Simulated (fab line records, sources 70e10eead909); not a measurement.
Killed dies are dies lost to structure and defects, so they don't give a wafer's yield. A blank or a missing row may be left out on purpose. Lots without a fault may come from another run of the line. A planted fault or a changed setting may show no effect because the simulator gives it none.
Chamber matching | flow nand_harc | NHARC_A_WL_FILL_ALD_10 on ald_hk-01: 4 sister chambers
The step deposits SiO2, target thk 50 nm, pulse time 10 s, ald cycles 500. 14 wafers are shown with their chamber, then 7 later ones without.

WAFERS WITH THEIR CHAMBER
wafer  | chamber | heater_power_w (W) | precursor_pulse_height_rel
L074.3 | 3       | 451                | 0.999
L074.2 | 1       | 410                | 0.984
L074.5 | 3       | 454                | 0.988
L079.3 | 1       | 414                | 1.022
L079.1 | 3       | 467                | 0.984
L079.6 | 1       | 417                | 1.012
L081.4 | 2       | 474                | 1.013
L081.2 | 0       | 457                | 1.019
L081.5 | 3       | 466                | 0.992
L082.3 | 1       | 430                | 0.999
L082.5 | 1       | 418                | 0.975
L082.6 | 0       | 461                | 1.007
L085.2 | 0       | 450                | 1.003
L085.3 | 1       | 424                | 0.992

SIGNATURES (means of the wafers above)
reading                    | chamber 0 | chamber 1 | chamber 2 | chamber 3 | scatter within a chamber
heater_power_w             | 456.00    | 418.83    | 474.00    | 459.50    | 7.21
precursor_pulse_height_rel | 1.00967   | 0.99733   | 1.01300   | 0.99075   | 0.0134
Rule: a wafer's distance from a chamber is the root of the sum, over the readings, of the square of ((its reading less the chamber's mean) divided by the reading's scatter). The wafer belongs to the nearest chamber; if the next one is less than 2 further off, it can't be placed. The scatter: the root of (the sum of the squares of (reading less its chamber's mean) over the shown wafers, divided by (wafers less chambers)).

WAFERS WITHOUT THEIR CHAMBER
wafer  | heater_power_w (W) | precursor_pulse_height_rel
L085.4 | 467                | 0.969
L087.4 | 451                | 1.014
L087.1 | 408                | 0.976
L087.5 | 461                | 0.980
L091.1 | 454                | 0.957
L091.3 | 459                | 0.951
L091.4 | 479                | 0.992

WHICH CHAMBER EACH WENT THROUGH
wafer  | from the rows above          | in truth
L085.4 | can't be placed: 3 or 0 or 2 | 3
L087.4 | can't be placed: 0 or 3      | 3
L087.1 | 1                            | 1
L087.5 | can't be placed: 3 or 0      | 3
L091.1 | can't be placed: 3 or 0      | 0
L091.3 | can't be placed: 3 or 0      | 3
L091.4 | can't be placed: 2 or 3 or 0 | 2
Placed correctly: 1 of 7. Can't be placed from these rows: 6 (the true chamber is among the candidates in 6). Placed wrongly: 0.
